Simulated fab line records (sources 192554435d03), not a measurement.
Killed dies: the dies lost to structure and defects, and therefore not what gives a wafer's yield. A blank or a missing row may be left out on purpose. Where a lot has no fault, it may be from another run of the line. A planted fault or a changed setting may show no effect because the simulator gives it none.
Split-lot experiment -- flow n5_finfet -- route with 1938 steps; 7 lots, 39 wafers read

== THE SPLIT ==
At N5_BEOL_M0_SAQP_PECVD_03 (deposits SiCN from 3MS/NH3, target thk 12 nm, time 21.1 s), the setting time_s was moved away from the recipe's 21.1 s on 18 of the 39 wafers read, by -53.3% to +39.9%. For the rest of the wafers, this setting stayed at what the recipe calls for.

The reading comes from the split's own step.

== THE READING ==
SiCN_of_BEOL_M0_SAQP_PECVD_03.thk_nm (the simulator's own value, which no gauge read), in nm, at N5_BEOL_M0_SAQP_PECVD_03 (deposits SiCN from 3MS/NH3, target thk 12 nm, time 21.1 s). The file does not state a usual value for it. Here, 21 wafers ran the recipe; their average is 12.0 nm with a standard deviation of 0.17 nm.

wafer,"tool, chamber at the split","time_s as run, s",against the recipe,"SiCN_of_BEOL_M0_SAQP_PECVD_03.thk_nm, nm",against lot-mates on the recipe
L076.1,"pecvd-04, 1,0",29.52,+39.9%,16.6,+4.4
L076.2,"pecvd-04, 1,0",29.52,+39.9%,16.6,+4.4
L076.3,"pecvd-04, 2,1,2",21.1,recipe,12.2,-
L076.5,"pecvd-04, 2,1,2",21.1,recipe,12.2,-
L076.6,"pecvd-04, 2,1,2",21.1,recipe,12.2,-
L076.4,"pecvd-04, 0",29.52,+39.9%,16.8,+4.6
L078.2,"pecvd-02, 2",21.1,recipe,11.8,-
L078.3,"pecvd-02, 0,1",21.1,recipe,12,-
L078.4,"pecvd-02, 0,1",21.1,recipe,12,-
L080.1,"pecvd-02, 0,2",16.66,-21.0%,9.4,-2.5
L080.6,"pecvd-02, 0,2",16.66,-21.0%,9.4,-2.5
L080.2,"pecvd-02, 2",16.66,-21.0%,9.2,-2.7
L080.3,"pecvd-02, 1",21.1,recipe,11.8,-
L080.4,"pecvd-02, 1,0",21.1,recipe,12,-
L080.5,"pecvd-02, 1,0",21.1,recipe,12,-
L082.1,"pecvd-02, 2",21.1,recipe,11.8,-
L082.2,"pecvd-02, 1",21.1,recipe,12,-
L082.3,"pecvd-02, 0,2",10.01,-52.6%,6,-6.0
L082.5,"pecvd-02, 0,2",10.01,-52.6%,6,-6.0
L082.4,"pecvd-02, 1",21.1,recipe,12.2,-
L082.6,"pecvd-02, 0",10.01,-52.6%,5.8,-6.2
L084.1,"pecvd-02, 2,0",21.1,recipe,11.8,-
L084.3,"pecvd-02, 2,0",21.1,recipe,11.8,-
L084.2,"pecvd-02, 1",21.1,recipe,11.6,-
L084.4,"pecvd-02, 1",29.36,+39.1%,16.4,+4.7
L084.5,"pecvd-02, 0,2",29.36,+39.1%,16.6,+4.9
L084.6,"pecvd-02, 0,2",29.36,+39.1%,16.6,+4.9
L092.1,"pecvd-02, 0,2",21.1,recipe,12,-
L092.6,"pecvd-02, 0,2",21.1,recipe,12,-
L092.2,"pecvd-02, 1",21.1,recipe,11.8,-
L092.3,"pecvd-02, 2",24.9,+18.0%,13.8,+1.9
L092.4,"pecvd-02, 1",24.9,+18.0%,14.2,+2.3
L092.5,"pecvd-02, 0",24.9,+18.0%,14.6,+2.7
L094.1,"pecvd-01, 0,2",9.854,-53.3%,5.8,-6.2
L094.4,"pecvd-01, 0,2",9.854,-53.3%,5.8,-6.2
L094.2,"pecvd-01, 2",21.1,recipe,12,-
L094.3,"pecvd-01, 1",21.1,recipe,11.8,-
L094.5,"pecvd-01, 1",9.854,-53.3%,5.6,-6.4
L094.6,"pecvd-01, 0",21.1,recipe,12.2,-
When a row names more than one chamber, that row covers several wafers, and the file does not tell which wafer ran in which chamber.

THE FIT
A straight line over all 39 wafers: SiCN_of_BEOL_M0_SAQP_PECVD_03.thk_nm changes by +0.117 nm for each +1% of time_s; r = +1.00; the points scatter about the line by 0.18 nm.
The same after taking each lot's own level away (the mean of its wafers on the recipe; 39 wafers): +0.117 nm for each +1%; r = +1.00; scatter 0.18 nm.
The reading moves by 6.3 nm for the largest change in time_s, on that fit.
From 11.73 to 12.20 nm: that is the span of the lots' own levels, equal to 2.7 times the standard deviation above.
So the lot-to-lot level changes the slope little: the two slopes agree.
Check: with one of the wafers moved furthest among these (-53.3%) left out of the fit, the line predicts -6.26 nm for it against its lot-mates. Against them it came out at -6.2 nm.

== THE OTHER SPLITS THESE WAFERS WENT THROUGH ==
Note: prior to the reading, these wafers also went through further splits. Each is held against what the fit with the lots' levels taken away leaves over:
other split on the same wafers,wafers away from the commonest value,r with SiCN_of_BEOL_M0_SAQP_PECVD_03.thk_nm (lot level and that fit taken away)
N5_ZERO_LAYER_DEVELOP_10 develop_time_s,15,-0.02
N5_MOL_CONTACT_COAG_PRECLEAN_111 time_s,12,-0.13

== FILE'S OWN FIT ==
SiCN_of_BEOL_M0_SAQP_PECVD_03.thk_nm changes by +0.117 nm for each +1% of time_s, r = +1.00.
